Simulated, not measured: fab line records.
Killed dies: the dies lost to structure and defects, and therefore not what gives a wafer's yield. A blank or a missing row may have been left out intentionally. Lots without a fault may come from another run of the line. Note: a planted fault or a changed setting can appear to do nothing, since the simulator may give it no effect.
The tool behind it: which one? + flow nand harc + 39 wafers from 13 lots sampled at 5 of the route's 1302 steps

WHAT EACH GAUGE READ, for each wafer
NHARC_A_CHANNEL_HOLE_D2_INSPECT_40. Usual: raw defect count 278, standard deviation 85.
| lot  | measured     | on                | raw defect count | flag |
|------|--------------|-------------------|------------------|------|
| L105 | day 13 17:55 | defect inspect-02 | 276 311 316      |      |
| L104 | day 13 18:18 | defect inspect-01 | 137 223 304      |      |
| L106 | day 14 02:38 | defect inspect-02 | 420 300 370      |      |
| L107 | day 14 12:35 | defect inspect-02 | 167 308 184      |      |
| L108 | day 15 08:58 | defect inspect-02 | 315 287 454      |      |
| L109 | day 15 10:31 | defect inspect-02 | 326 313 205      |      |
| L110 | day 16 16:24 | defect inspect-02 | 233 136 243      |      |
| L113 | day 17 15:42 | defect inspect-02 | 210 324 387      |      |
| L117 | day 19 01:15 | defect inspect-02 | 139 159 194      |      |
| L124 | day 21 19:47 | defect inspect-02 | 182 214 145      |      |
| L125 | day 23 00:41 | defect inspect-02 | 276 252 199      |      |
| L127 | day 23 00:52 | defect inspect-02 | 170 255 293      |      |
| L126 | day 23 04:52 | defect inspect-02 | 286 292 287      |      |

NHARC_END_SORT_01. Usual: killed at array 57, standard deviation 17; killed at other 0.5, standard deviation 0.82; killed at periphery 4.0, standard deviation 2.8; killed dies 61, standard deviation 18; killed open 2.9, standard deviation 2; killed short 2.3, standard deviation 1.7.
| lot  | measured     | on        | killed at array | killed at other | killed at periphery | killed dies | killed open | killed short | flag |
|------|--------------|-----------|-----------------|-----------------|---------------------|-------------|-------------|--------------|------|
| L104 | day 25 01:10 | prober-01 | 37 30 36        | 1 0 2           | 2 3 2               | 40 33 40    | 4 1 0       | 1 2 5        |      |
| L106 | day 25 15:56 | prober-01 | 56 84 68        | 1 2 1           | 3 2 6               | 60 88 75    | 5 3 4       | 0 2 3        |      |
| L109 | day 26 07:36 | prober-01 | 59 45 46        | 0 1 0           | 4 5 8               | 63 51 54    | 4 3 5       | 2 2 4        |      |
| L110 | day 27 16:27 | prober-01 | 26 25 30        | 0 0 0           | 2 1 3               | 28 26 33    | 3 0 1       | 1 0 2        |      |
| L113 | day 28 11:33 | prober-01 | 39 62 55        | 1 0 0           | 4 6 2               | 44 68 57    | 4 2 2       | 1 3 2        |      |
| L117 | day 29 14:08 | prober-01 | 26 23 16        | 2 1 0           | 8 7 7               | 36 31 23    | 2 2 0       | 3 3 2        |      |

WHICH TOOL RAN EACH LOT (tool, then ch and the chambers of the sampled wafers, then the start)
| lot  | NHARC_A_CHANNEL_FILL_D2_ALD_16   | NHARC_A_CHANNEL_FILL_D2_STRIP_28   | NHARC_A_CHANNEL_FILL_D2_ALD_25   |
|------|----------------------------------|------------------------------------|----------------------------------|
| L105 | ald hk-02 ch 0,3, day 14 06:21   | rie diel-01 ch 0,3, day 14 18:28   | ald hk-02 ch 0,1,3, day 15 07:32 |
| L104 | ald hk-03 ch 1,2,3, day 14 06:19 | rie diel-02 ch 0,1,2, day 14 18:28 | ald hk-03 ch 0,1,2, day 15 05:41 |
| L106 | ald hk-02 ch 0,3, day 14 14:58   | rie diel-02 ch 0,2,3, day 15 07:12 | ald hk-03 ch 1,3, day 15 19:40   |
| L107 | ald hk-03 ch 1,2, day 15 02:34   | rie diel-02 ch 0,1,2, day 15 14:44 | ald hk-04 ch 0,1, day 16 03:57   |
| L108 | ald hk-04 ch 0,1,2, day 15 21:40 | rie diel-05 ch 1,3, day 16 12:24   | ald hk-03 ch 1,2, day 17 05:00   |
| L109 | ald hk-04 ch 0,1,2, day 15 21:49 | rie diel-05 ch 1,3, day 16 12:22   | ald hk-04 ch 1,2,3, day 17 04:13 |
| L110 | ald hk-02 ch 0,1,2, day 17 07:59 | rie diel-02 ch 0,1,3, day 17 19:28 | ald hk-02 ch 0,1,3, day 18 08:01 |
| L113 | ald hk-03 ch 0,3, day 18 04:08   | rie diel-05 ch 0,1, day 18 16:08   | ald hk-03 ch 0,3, day 19 03:51   |
| L117 | ald hk-04 ch 0,1,2, day 19 13:56 | rie diel-02 ch 1,2, day 20 01:34   | ald hk-03 ch 0,2,3, day 20 13:19 |
| L124 | ald hk-04 ch 0,2,3, day 22 08:17 | rie diel-01 ch 1,2,3, day 22 20:29 | ald hk-04 ch 0,1, day 23 07:46   |
| L125 | ald hk-02 ch 0,1,2, day 23 13:07 | rie diel-02 ch 0,1, day 24 01:09   | ald hk-04 ch 0,1,3, day 24 12:34 |
| L127 | ald hk-03 ch 0,1,2, day 23 13:09 | rie diel-05 ch 1,3, day 24 01:09   | ald hk-02 ch 1,3, day 24 12:34   |
| L126 | ald hk-04 ch 0,3, day 23 17:13   | rie diel-02 ch 0,1,3, day 24 04:52 | ald hk-04 ch 1,3, day 24 16:52   |
- NHARC_A_CHANNEL_FILL_D2_ALD_16: deposits SiO2, target thk 1.5 nm, pulse time 10 s, ald cycles 15.
- NHARC_A_CHANNEL_FILL_D2_STRIP_28: strips in O2, time 20 s.
- NHARC_A_CHANNEL_FILL_D2_ALD_25: deposits SiOx, target thk 60 nm, pulse time 10 s, ald cycles 600.

AS READ BY THE TOOLS THEMSELVES (means over the sampled wafers that have a number; for cases with no such wafer, the mark the record gives instead)
NHARC_A_CHANNEL_FILL_D2_ALD_16. Usual: heater power w 482 W, standard deviation 51; precursor pulse height rel 1.000, standard deviation 0.019.
| lot  | tool      | heater power w (W) | precursor pulse height rel | flag |
|------|-----------|--------------------|----------------------------|------|
| L105 | ald hk-02 | 438                | 0.981                      |      |
| L104 | ald hk-03 | 491                | 1.002                      |      |
| L106 | ald hk-02 | 436                | 1.020                      |      |
| L107 | ald hk-03 | 475                | 0.999                      |      |
| L108 | ald hk-04 | 469                | 0.999                      |      |
| L109 | ald hk-04 | 468                | 0.977                      |      |
| L110 | ald hk-02 | 481                | 1.010                      |      |
| L113 | ald hk-03 | 466                | 1.006                      |      |
| L117 | ald hk-04 | 454                | 0.983                      |      |
| L124 | ald hk-04 | 454                | 1.004                      |      |
| L125 | ald hk-02 | 482                | 0.997                      |      |
| L127 | ald hk-03 | 507                | 1.014                      |      |
| L126 | ald hk-04 | 435                | 0.977                      |      |

NHARC_A_CHANNEL_FILL_D2_STRIP_28. Usual: drypump motor current A 5.7 A, standard deviation 0.42; oes product au 0.997 a.u., standard deviation 0.0087; rf vpp V 57.5 V, standard deviation 0.83; showerhead plenum p Torr 3.43 Torr, standard deviation 0.12; throttle valve pct 17.037 %, standard deviation 0.0096.
| lot  | tool        | drypump motor current A (A) | oes product au (a.u.) | rf vpp V (V) | showerhead plenum p Torr (Torr) | throttle valve pct (%) | flag |
|------|-------------|-----------------------------|-----------------------|--------------|---------------------------------|------------------------|------|
| L105 | rie diel-01 | 5.5                         | 1.002                 | 58.3         | 3.46                            | 17.037                 |      |
| L104 | rie diel-02 | 5.9                         | 1.006                 | 57.1         | 3.35                            | 17.035                 |      |
| L106 | rie diel-02 | 5.8                         | 0.994                 | 56.9         | 3.39                            | 17.039                 |      |
| L107 | rie diel-02 | 5.9                         | 0.995                 | 57.6         | 3.35                            | 17.039                 |      |
| L108 | rie diel-05 | 5.4                         | 0.989                 | 57.6         | 3.43                            | 17.042                 |      |
| L109 | rie diel-05 | 5.4                         | 0.992                 | 57.4         | 3.43                            | 17.039                 |      |
| L110 | rie diel-02 | 5.6                         | 1.001                 | 57.0         | 3.41                            | 17.042                 |      |
| L113 | rie diel-05 | 6.1                         | 0.992                 | 57.4         | 3.31                            | 17.028                 |      |
| L117 | rie diel-02 | 5.9                         | 0.998                 | 58.1         | 3.35                            | 17.036                 |      |
| L124 | rie diel-01 | 5.9                         | 1.001                 | 57.6         | 3.47                            | 17.035                 |      |
| L125 | rie diel-02 | 5.7                         | 0.999                 | 57.7         | 3.37                            | 17.033                 |      |
| L127 | rie diel-05 | 5.3                         | 0.990                 | 58.1         | 3.43                            | 17.034                 |      |
| L126 | rie diel-02 | 5.5                         | 0.990                 | 56.9         | 3.41                            | 17.033                 |      |

NHARC_A_CHANNEL_FILL_D2_ALD_25. Usual: heater power w 483 W, standard deviation 44; precursor pulse height rel 1.001, standard deviation 0.018.
| lot  | tool      | heater power w (W) | precursor pulse height rel | flag |
|------|-----------|--------------------|----------------------------|------|
| L105 | ald hk-02 | 463                | 1.004                      |      |
| L104 | ald hk-03 | 501                | 1.015                      |      |
| L106 | ald hk-03 | 458                | 0.994                      |      |
| L107 | ald hk-04 | 425                | 1.001                      |      |
| L108 | ald hk-03 | 505                | 1.004                      |      |
| L109 | ald hk-04 | 498                | 0.996                      |      |
| L110 | ald hk-02 | 460                | 0.975                      |      |
| L113 | ald hk-03 | 479                | 1.009                      |      |
| L117 | ald hk-03 | 491                | 0.987                      |      |
| L124 | ald hk-04 | 440                | 1.010                      |      |
| L125 | ald hk-04 | 466                | 0.995                      |      |
| L127 | ald hk-02 | 503                | 1.006                      |      |
| L126 | ald hk-04 | 486                | 1.012                      |      |

THE ANSWER, worked out from the rows above alone
Rule: a lot counts as off when the mean over its wafers that have a number is more than 3 standard deviations away from the usual mean. A lot without any number at a reading at which 4 lots or more have one is off too. Where the step has rows for the other lots, those lots are counted as sound. First the gauges in route order, then the tools' own readings, where a lot's mean is used as printed above. At the first step where some lot is off, the reading lying furthest off is the one used; lots without a number count as furthest.
Nothing can be told from this: no lot is off at any reading shown.

WHAT HAD BEEN PUT IN BY THE SIMULATOR
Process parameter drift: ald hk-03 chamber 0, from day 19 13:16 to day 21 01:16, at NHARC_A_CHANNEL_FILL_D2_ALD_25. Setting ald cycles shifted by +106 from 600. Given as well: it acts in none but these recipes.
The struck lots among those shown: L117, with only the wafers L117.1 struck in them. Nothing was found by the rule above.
